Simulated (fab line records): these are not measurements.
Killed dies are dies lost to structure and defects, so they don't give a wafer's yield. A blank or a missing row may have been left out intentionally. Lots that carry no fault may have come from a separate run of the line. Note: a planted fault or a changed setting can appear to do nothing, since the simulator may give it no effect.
Which of the tools did it?	flow n5_finfet	23 lots with 69 wafers sampled at 5 steps, on a route of 1938 steps

WHAT THE GAUGES SHOWED, per wafer
N5_BEOL_M6_THK_MEAS_53: measures by xrf.
lot	measured	on	M6_THK (nm)
L074	day 8 18:52	film_metro-02	76.8 78.5 79.8
L075	day 9 00:23	film_metro-02	78.4 77.5 78.6
L076	day 9 01:40	film_metro-02	79.5 80.1 82.0
L077	day 9 05:04	film_metro-01	78.2 78.4 78.2
L078	day 9 17:44	film_metro-01	85.0 81.6 81.7
L079	day 9 21:35	film_metro-01	78.6 77.2 77.3
L080	day 9 22:25	film_metro-01	83.0 78.9 82.8
L081	day 10 11:04	film_metro-01	84.1 80.7 83.8
L082	day 10 17:50	film_metro-01	78.1 82.0 79.0
L083	day 10 20:29	film_metro-02	82.1 79.4 79.2
L084	day 10 20:43	film_metro-01	79.2 79.0 77.4
L086	day 12 04:40	film_metro-02	83.9 79.6 83.6
L087	day 12 04:01	film_metro-02	80.8 85.9 78.8
L089	day 12 05:06	film_metro-02	86.7 78.8 81.6
L088	day 13 06:11	film_metro-02	84.6 85.0 87.0
L090	day 13 09:54	film_metro-01	82.3 79.5 80.3
L092	day 13 12:29	film_metro-02	84.3 85.4 79.2
L091	day 13 15:26	film_metro-01	81.9 81.7 81.5
L093	day 14 13:13	film_metro-01	84.4 82.5 86.6
L094	day 14 15:37	film_metro-02	85.0 80.6 81.6
L097	day 14 19:17	film_metro-01	85.1 83.2 84.7
L095	day 14 21:04	film_metro-01	83.6 84.7 82.0
L096	day 15 00:22	film_metro-02	86.6 84.2 85.6

N5_BEOL_M7_OVL_MEAS_29.
lot	measured	on	V6_OVL (nm)
L074	day 8 22:27	overlay-01	-1.5 0.8 -0.7
L075	day 9 04:30	overlay-02	2.0 0.3 1.5
L076	day 9 04:32	overlay-01	0.0 2.1 1.8
L077	day 9 09:17	overlay-01	0.3 -0.8 -1.0
L078	day 9 20:47	overlay-02	0.5 1.1 0.3
L079	day 10 03:51	overlay-02	2.0 0.8 0.4
L080	day 10 03:50	overlay-01	0.4 -1.0 1.7
L081	day 10 15:04	overlay-02	0.4 1.5 0.3
L082	day 10 21:23	overlay-01	0.2 1.1 1.5
L083	day 11 01:16	overlay-01	-0.1 -1.4 -0.4
L084	day 11 01:26	overlay-02	0.4 0.5 -0.3
L086	day 12 10:18	overlay-02	-0.8 0.4 0.1
L087	day 12 10:10	overlay-02	0.1 0.0 1.0
L089	day 12 10:20	overlay-01	1.4 -0.1 1.4
L088	day 13 09:59	overlay-01	-1.2 0.1 -0.6
L090	day 13 14:17	overlay-02	-0.6 -1.1 0.3
L092	day 13 18:19	overlay-02	0.3 1.3 1.4
L091	day 13 18:22	overlay-02	-0.4 1.4 0.5
L093	day 14 16:45	overlay-02	-0.7 0.4 0.6
L094	day 14 21:01	overlay-01	0.6 -0.4 0.0
L097	day 14 22:48	overlay-01	-0.9 0.4 -1.4
L095	day 15 00:12	overlay-02	0.7 0.5 -0.8
L096	day 15 03:31	overlay-02	0.3 0.1 0.2

WHAT TOOL EACH LOT RAN ON (gives the tool, then ch and the chambers of the sampled wafers, and finally the start)
lot	N5_BEOL_M6_HM_OPEN_17	N5_BEOL_M6_ETCH_66	N5_BEOL_M6_STRIP_36
L074	rie_metal-01 ch 0,1, day 8 15:39	rie_diel-04 ch 0,1,3, day 8 16:28	rie_diel-04 ch 0,1,3, day 8 16:37
L075	rie_metal-01 ch 0,1, day 8 17:59	rie_diel-05 ch 0,2,3, day 8 20:25	rie_diel-05 ch 0,2,3, day 8 20:34
L076	rie_metal-01 ch 0,1, day 8 21:37	rie_diel-05 ch 0,1,2, day 8 22:45	rie_diel-05 ch 0,1,2, day 8 22:55
L077	rie_metal-03 ch 0,1, day 9 00:22	rie_diel-05 ch 0,2,3, day 9 02:13	rie_diel-05 ch 0,2,3, day 9 02:22
L078	rie_metal-01 ch 0,1, day 9 14:32	rie_diel-03 ch 1,2,3, day 9 15:14	rie_diel-03 ch 1,2,3, day 9 15:23
L079	rie_metal-03 ch 0,1, day 9 17:07	rie_diel-05 ch 0,1,3, day 9 18:34	rie_diel-05 ch 0,1,3, day 9 18:44
L080	rie_metal-03 ch 0,1, day 9 18:33	rie_diel-03 ch 0,1, day 9 19:58	rie_diel-03 ch 0,1, day 9 20:07
L081	rie_metal-02 ch 0,1, day 10 05:35	rie_diel-03 ch 1,2,3, day 10 06:38	rie_diel-03 ch 1,2,3, day 10 06:47
L082	rie_metal-03 ch 0,1, day 10 13:04	rie_diel-04 ch 0,2, day 10 15:05	rie_diel-04 ch 0,2, day 10 15:15
L083	rie_metal-02 ch 0,1, day 10 16:50	rie_diel-05 ch 1,3, day 10 17:53	rie_diel-05 ch 1,3, day 10 18:02
L084	rie_metal-01 ch 0,1, day 10 16:55	rie_diel-04 ch 0,2, day 10 18:06	rie_diel-04 ch 0,2, day 10 18:15
L086	rie_metal-03 ch 0,1, day 11 21:23	rie_diel-03 ch 0,3, day 12 01:29	rie_diel-03 ch 0,3, day 12 01:39
L087	rie_metal-01 ch 0,1, day 11 22:30	rie_diel-05 ch 1,2,3, day 12 01:03	rie_diel-05 ch 1,2,3, day 12 01:13
L089	rie_metal-01 ch 0,1, day 12 00:41	rie_diel-05 ch 0,2,3, day 12 01:30	rie_diel-05 ch 0,2,3, day 12 01:39
L088	rie_metal-03 ch 0,1, day 12 22:56	rie_diel-05 ch 0,2, day 13 03:46	rie_diel-05 ch 0,2, day 13 03:55
L090	rie_metal-02 ch 0,1, day 13 06:26	rie_diel-04 ch 1,2,3, day 13 07:14	rie_diel-04 ch 1,2,3, day 13 07:23
L092	rie_metal-02 ch 0,1, day 13 08:31	rie_diel-05 ch 0,1, day 13 10:07	rie_diel-05 ch 0,1, day 13 10:16
L091	rie_metal-01 ch 0, day 13 08:41	rie_diel-03 ch 0,2, day 13 10:32	rie_diel-03 ch 0,2, day 13 10:41
L093	rie_metal-02 ch 1, day 14 04:49	rie_diel-03 ch 2,3, day 14 10:10	rie_diel-03 ch 2,3, day 14 10:19
L094	rie_metal-03 ch 0, day 14 04:52	rie_diel-03 ch 0,3, day 14 10:34	rie_diel-03 ch 0,3, day 14 10:43
L097	rie_metal-03 ch 0, day 14 15:01	rie_diel-03 ch 1,2,3, day 14 16:52	rie_diel-03 ch 1,2,3, day 14 17:01
L095	rie_metal-02 ch 0, day 14 15:14	rie_diel-03 ch 0,3, day 14 17:16	rie_diel-03 ch 0,3, day 14 17:25
L096	rie_metal-03 ch 0, day 14 18:55	rie_diel-05 ch 0,2, day 14 21:10	rie_diel-05 ch 0,2, day 14 21:20
- N5_BEOL_M6_HM_OPEN_17: chemistry Cl2/BCl3, target TiN, target depth 20 nm, overetch 6 nm.
- N5_BEOL_M6_ETCH_66: etches SOC in N2/H2, target depth 80 nm, overetch 16 nm, time 120 s.
- N5_BEOL_M6_STRIP_36: strips in N2/H2.

AS READ BY THE TOOLS THEMSELVES (means over the sampled wafers that have a number; for cases with no such wafer, the mark the record gives instead)
N5_BEOL_M6_HM_OPEN_17.
lot	tool	drypump_motor_current_A (A)	oes_product_au (a.u.)	throttle_valve_pct (%)
L074	rie_metal-01	5.0	0.69	21.8
L075	rie_metal-01	4.9	0.66	21.9
L076	rie_metal-01	4.9	0.66	21.9
L077	rie_metal-03	5.5	0.57	22.5
L078	rie_metal-01	4.9	0.65	21.9
L079	rie_metal-03	5.5	0.56	22.5
L080	rie_metal-03	5.5	0.56	22.5
L081	rie_metal-02	5.8	0.66	21.9
L082	rie_metal-03	5.2	0.56	22.4
L083	rie_metal-02	5.8	0.66	21.9
L084	rie_metal-01	5.0	0.67	21.8
L086	rie_metal-03	5.5	0.55	22.5
L087	rie_metal-01	5.0	0.68	21.8
L089	rie_metal-01	4.9	0.64	21.9
L088	rie_metal-03	5.2	0.57	22.4
L090	rie_metal-02	5.7	0.64	22.1
L092	rie_metal-02	5.8	0.65	22.0
L091	rie_metal-01	4.9	0.60	22.0
L093	rie_metal-02	6.0	0.64	21.9
L094	rie_metal-03	4.8	0.57	22.2
L097	rie_metal-03	4.8	0.57	22.2
L095	rie_metal-02	5.5	0.64	22.2
L096	rie_metal-03	4.8	0.57	22.2

N5_BEOL_M6_ETCH_66.
lot	tool	drypump_motor_current_A (A)	n2_flow_sccm (sccm)	oes_product_au (a.u.)	rf_vpp_V (V)	showerhead_plenum_p_Torr (Torr)	throttle_valve_pct (%)
L074	rie_diel-04	6.2	200.2	0.56	524.4	2.56	17.61
L075	rie_diel-05	6.0	200.0	0.53	522.2	2.47	17.83
L076	rie_diel-05	5.6	200.2	0.54	521.3	2.45	17.86
L077	rie_diel-05	6.0	199.9	0.53	521.4	2.47	17.83
L078	rie_diel-03	6.0	200.0	0.61	523.3	2.53	17.92
L079	rie_diel-05	5.7	200.7	0.53	523.4	2.51	17.71
L080	rie_diel-03	6.2	199.3	0.60	522.8	2.49	17.63
L081	rie_diel-03	6.0	199.5	0.61	523.7	2.53	17.93
L082	rie_diel-04	6.4	200.4	0.53	524.7	2.55	17.98
L083	rie_diel-05	5.7	200.1	0.54	524.3	2.57	17.64
L084	rie_diel-04	6.5	200.6	0.53	525.2	2.58	17.82
L086	rie_diel-03	5.5	199.7	0.61	521.9	2.49	17.85
L087	rie_diel-05	5.7	199.9	0.59	525.8	2.61	17.71
L089	rie_diel-05	6.0	200.5	0.67	527.2	2.68	17.59
L088	rie_diel-05	5.9	199.3	0.71	528.4	2.72	17.53
L090	rie_diel-04	6.2	199.8	0.67	522.7	2.51	17.58
L092	rie_diel-05	5.6	200.3	0.65	526.1	2.65	17.53
L091	rie_diel-03	5.6	199.2	0.59	523.7	2.53	17.94
L093	rie_diel-03	5.7	200.6	0.66	523.1	2.52	17.95
L094	rie_diel-03	5.4	200.2	0.56	522.7	2.49	17.89
L097	rie_diel-03	6.0	199.9	0.65	523.1	2.51	17.85
L095	rie_diel-03	5.5	199.5	0.59	521.8	2.48	17.88
L096	rie_diel-05	5.9	200.3	0.68	528.1	2.71	17.66

N5_BEOL_M6_STRIP_36.
lot	tool	drypump_motor_current_A (A)	n2_flow_sccm (sccm)	oes_product_au (a.u.)	rf_vpp_V (V)	showerhead_plenum_p_Torr (Torr)	throttle_valve_pct (%)
L074	rie_diel-04	6.3	200.1	0.72	58.8	2.56	23.36
L075	rie_diel-05	6.0	200.2	0.69	57.8	2.47	23.59
L076	rie_diel-05	5.6	200.1	0.69	59.1	2.44	23.68
L077	rie_diel-05	6.0	199.4	0.68	59.4	2.47	23.60
L078	rie_diel-03	6.0	199.8	0.81	60.2	2.53	23.78
L079	rie_diel-05	5.7	199.5	0.69	58.4	2.51	23.47
L080	rie_diel-03	6.2	200.7	0.80	59.2	2.48	23.42
L081	rie_diel-03	6.0	199.5	0.80	59.0	2.52	23.80
L082	rie_diel-04	6.5	200.3	0.69	59.6	2.54	23.74
L083	rie_diel-05	5.7	199.3	0.70	58.2	2.56	23.37
L084	rie_diel-04	6.5	199.6	0.68	58.3	2.58	23.54
L086	rie_diel-03	5.4	200.9	0.79	59.1	2.48	23.65
L087	rie_diel-05	5.7	200.8	0.77	58.2	2.60	23.52
L089	rie_diel-05	6.0	200.2	0.88	59.3	2.68	23.42
L088	rie_diel-05	5.9	199.6	0.93	59.4	2.72	23.41
L090	rie_diel-04	6.2	199.8	0.89	58.9	2.51	23.42
L092	rie_diel-05	5.5	200.6	0.85	59.2	2.65	23.35
L091	rie_diel-03	5.6	200.0	0.77	57.9	2.53	23.80
L093	rie_diel-03	5.7	200.0	0.86	59.6	2.51	23.85
L094	rie_diel-03	5.4	199.8	0.72	57.4	2.48	23.64
L097	rie_diel-03	6.0	200.2	0.85	59.1	2.51	23.75
L095	rie_diel-03	5.5	200.1	0.78	59.5	2.47	23.67
L096	rie_diel-05	5.9	200.0	0.90	58.5	2.70	23.58

THE ANSWER, worked out from the rows above alone
Rule: usual is defined by the lots themselves. Put in order of their means at a reading, lots are off if they are a third of the lots or fewer, leave a main group of 4 or more, and stand apart from it by a gap of 3 or more times the standard deviation of the main group's means; of several such gaps the widest counts. A main group whose means are all the same, to the digits that the tables above print for the reading, isn't used. A lot without any number at a reading at which 4 lots or more have one is off too. Any other lot the step has rows for is counted as sound. Order of review: gauges by route order, followed by the tools' own readings, for which a lot's mean as printed above is used. At the first step where some lot is off, the reading lying furthest off is the one used; lots without a number count as furthest.
Across all readings shown, no lot is off: no conclusion can be drawn from this.

WHAT THE SIMULATOR HAD INSERTED
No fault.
